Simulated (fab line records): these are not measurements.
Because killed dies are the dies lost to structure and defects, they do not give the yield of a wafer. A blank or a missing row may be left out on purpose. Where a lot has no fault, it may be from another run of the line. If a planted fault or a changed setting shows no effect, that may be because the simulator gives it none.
Split-lot experiment :: flow n5Finfet :: 7 lots, 21 wafers read, on a route of 1938 steps

## ON THE SPLIT
At N5_BEOL_M1_PECVD_72 (deposits SiO2 from TEOS/O2, target thk 16 nm, time 18 s), the setting tempC was moved away from the recipe's 400 C on 5 of the 21 wafers read, by +2.4% to +4.4%. The other wafers ran this setting at the recipe's value.

The split's own step is where the reading is taken.

## THE READING
SiO2_of_BEOL_M1_PECVD_72.thkNm (the simulator's own value, which no gauge read), in nm, at N5_BEOL_M1_PECVD_72 (deposits SiO2 from TEOS/O2, target thk 16 nm, time 18 s). The file gives no usual value for it. Average 16.1 nm, standard deviation 0.23 nm, over the 16 wafers here run with the recipe.

wafer: L078.1
tool, chamber at the split: pecvd-03, 0
tempC as run, C: 400
against the recipe: recipe
SiO2_of_BEOL_M1_PECVD_72.thkNm, nm: 15.8
against lot-mates on the recipe: -

wafer: L078.3
tool, chamber at the split: pecvd-03, 1
tempC as run, C: 416.5
against the recipe: +4.1%
SiO2_of_BEOL_M1_PECVD_72.thkNm, nm: 14
against lot-mates on the recipe: -1.9

wafer: L078.4
tool, chamber at the split: pecvd-03, 0
tempC as run, C: 400
against the recipe: recipe
SiO2_of_BEOL_M1_PECVD_72.thkNm, nm: 16
against lot-mates on the recipe: -

wafer: L081.3
tool, chamber at the split: pecvd-04, 0
tempC as run, C: 400
against the recipe: recipe
SiO2_of_BEOL_M1_PECVD_72.thkNm, nm: 16
against lot-mates on the recipe: -

wafer: L081.4
tool, chamber at the split: pecvd-04, 0
tempC as run, C: 400
against the recipe: recipe
SiO2_of_BEOL_M1_PECVD_72.thkNm, nm: 16.2
against lot-mates on the recipe: -

wafer: L081.6
tool, chamber at the split: pecvd-04, 2
tempC as run, C: 400
against the recipe: recipe
SiO2_of_BEOL_M1_PECVD_72.thkNm, nm: 15.8
against lot-mates on the recipe: -

wafer: L083.2
tool, chamber at the split: pecvd-04, 0
tempC as run, C: 400
against the recipe: recipe
SiO2_of_BEOL_M1_PECVD_72.thkNm, nm: 16
against lot-mates on the recipe: -

wafer: L083.3
tool, chamber at the split: pecvd-04, 1
tempC as run, C: 409.7
against the recipe: +2.4%
SiO2_of_BEOL_M1_PECVD_72.thkNm, nm: 14.6
against lot-mates on the recipe: -1.4

wafer: L083.4
tool, chamber at the split: pecvd-04, 0
tempC as run, C: 409.7
against the recipe: +2.4%
SiO2_of_BEOL_M1_PECVD_72.thkNm, nm: 15
against lot-mates on the recipe: -1.0

wafer: L084.1
tool, chamber at the split: pecvd-04, 2
tempC as run, C: 400
against the recipe: recipe
SiO2_of_BEOL_M1_PECVD_72.thkNm, nm: 15.8
against lot-mates on the recipe: -

wafer: L084.4
tool, chamber at the split: pecvd-04, 1,2
tempC as run, C: 400
against the recipe: recipe
SiO2_of_BEOL_M1_PECVD_72.thkNm, nm: 16.4
against lot-mates on the recipe: -

wafer: L084.5
tool, chamber at the split: pecvd-04, 1,2
tempC as run, C: 400
against the recipe: recipe
SiO2_of_BEOL_M1_PECVD_72.thkNm, nm: 16.4
against lot-mates on the recipe: -

wafer: L085.2
tool, chamber at the split: pecvd-04, 0
tempC as run, C: 417.6
against the recipe: +4.4%
SiO2_of_BEOL_M1_PECVD_72.thkNm, nm: 14.4
against lot-mates on the recipe: -1.6

wafer: L085.4
tool, chamber at the split: pecvd-04, 0
tempC as run, C: 417.6
against the recipe: +4.4%
SiO2_of_BEOL_M1_PECVD_72.thkNm, nm: 14.6
against lot-mates on the recipe: -1.4

wafer: L085.5
tool, chamber at the split: pecvd-04, 1
tempC as run, C: 400
against the recipe: recipe
SiO2_of_BEOL_M1_PECVD_72.thkNm, nm: 16
against lot-mates on the recipe: -

wafer: L095.1
tool, chamber at the split: pecvd-04, 1
tempC as run, C: 400
against the recipe: recipe
SiO2_of_BEOL_M1_PECVD_72.thkNm, nm: 16
against lot-mates on the recipe: -

wafer: L095.4
tool, chamber at the split: pecvd-04, 2
tempC as run, C: 400
against the recipe: recipe
SiO2_of_BEOL_M1_PECVD_72.thkNm, nm: 15.6
against lot-mates on the recipe: -

wafer: L095.6
tool, chamber at the split: pecvd-04, 1
tempC as run, C: 400
against the recipe: recipe
SiO2_of_BEOL_M1_PECVD_72.thkNm, nm: 16.2
against lot-mates on the recipe: -

wafer: L097.1
tool, chamber at the split: pecvd-03, 2
tempC as run, C: 400
against the recipe: recipe
SiO2_of_BEOL_M1_PECVD_72.thkNm, nm: 16.2
against lot-mates on the recipe: -

wafer: L097.2
tool, chamber at the split: pecvd-03, 1
tempC as run, C: 400
against the recipe: recipe
SiO2_of_BEOL_M1_PECVD_72.thkNm, nm: 16
against lot-mates on the recipe: -

wafer: L097.4
tool, chamber at the split: pecvd-03, 0
tempC as run, C: 400
against the recipe: recipe
SiO2_of_BEOL_M1_PECVD_72.thkNm, nm: 16.4
against lot-mates on the recipe: -
When a row names more than one chamber, that row covers several wafers, and the file does not tell which wafer ran in which chamber.

FIT RESULTS
A straight line over all 21 wafers: SiO2_of_BEOL_M1_PECVD_72.thkNm changes by -0.413 nm for each +1% of tempC; r = -0.93; the points scatter about the line by 0.26 nm.
The same after taking each lot's own level away (the mean of its wafers on the recipe; 21 wafers): -0.394 nm for each +1%; r = -0.94; scatter 0.23 nm.
The reading moves by 1.7 nm for the largest change in tempC, on that fit.
The lots' own levels span 15.90 to 16.20 nm, that is 1.3 times the standard deviation above.
The two slopes agree, so the slope changes little with the lot-to-lot level.
Check: -1.81 nm against its lot-mates is what the line predicts for one of the wafers moved furthest among these (+4.4%) when that wafer is left out of the fit. Against them it came out at -1.6 nm.

## THESE WAFERS: OTHER SPLITS
Other splits were also applied to these wafers ahead of the reading. Each is held against what the fit with the lots' levels taken away leaves over:
other split on the same wafers: N5_SDB_ETCH_17 biasW
wafers away from the commonest value: 7
r with SiO2_of_BEOL_M1_PECVD_72.thkNm (lot level and that fit taken away): +0.22

other split on the same wafers: N5_HKMG_FIN_ETCH_55 timeS
wafers away from the commonest value: 11
r with SiO2_of_BEOL_M1_PECVD_72.thkNm (lot level and that fit taken away): +0.07

other split on the same wafers: N5_GATE_CUT_ETCH_58 biasW
wafers away from the commonest value: 6
r with SiO2_of_BEOL_M1_PECVD_72.thkNm (lot level and that fit taken away): +0.08

other split on the same wafers: N5_MOL_CONTACT_COAG_ALD_27 aldCycles
wafers away from the commonest value: 7
r with SiO2_of_BEOL_M1_PECVD_72.thkNm (lot level and that fit taken away): +0.24

other split on the same wafers: N5_MOL_CONTACT_COAG_ETCH_91 timeS
wafers away from the commonest value: 9
r with SiO2_of_BEOL_M1_PECVD_72.thkNm (lot level and that fit taken away): -0.05

other split on the same wafers: N5_BEOL_M0_SAQP_DESCUM_19 timeS
wafers away from the commonest value: 7
r with SiO2_of_BEOL_M1_PECVD_72.thkNm (lot level and that fit taken away): +0.01

other split on the same wafers: N5_BEOL_M0_SAQP_SPACER1_ALD_98 aldCycles
wafers away from the commonest value: 9
r with SiO2_of_BEOL_M1_PECVD_72.thkNm (lot level and that fit taken away): -0.07

## FILE'S OWN FIT
SiO2_of_BEOL_M1_PECVD_72.thkNm changes by -0.411 nm for each +1% of tempC, r = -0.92.
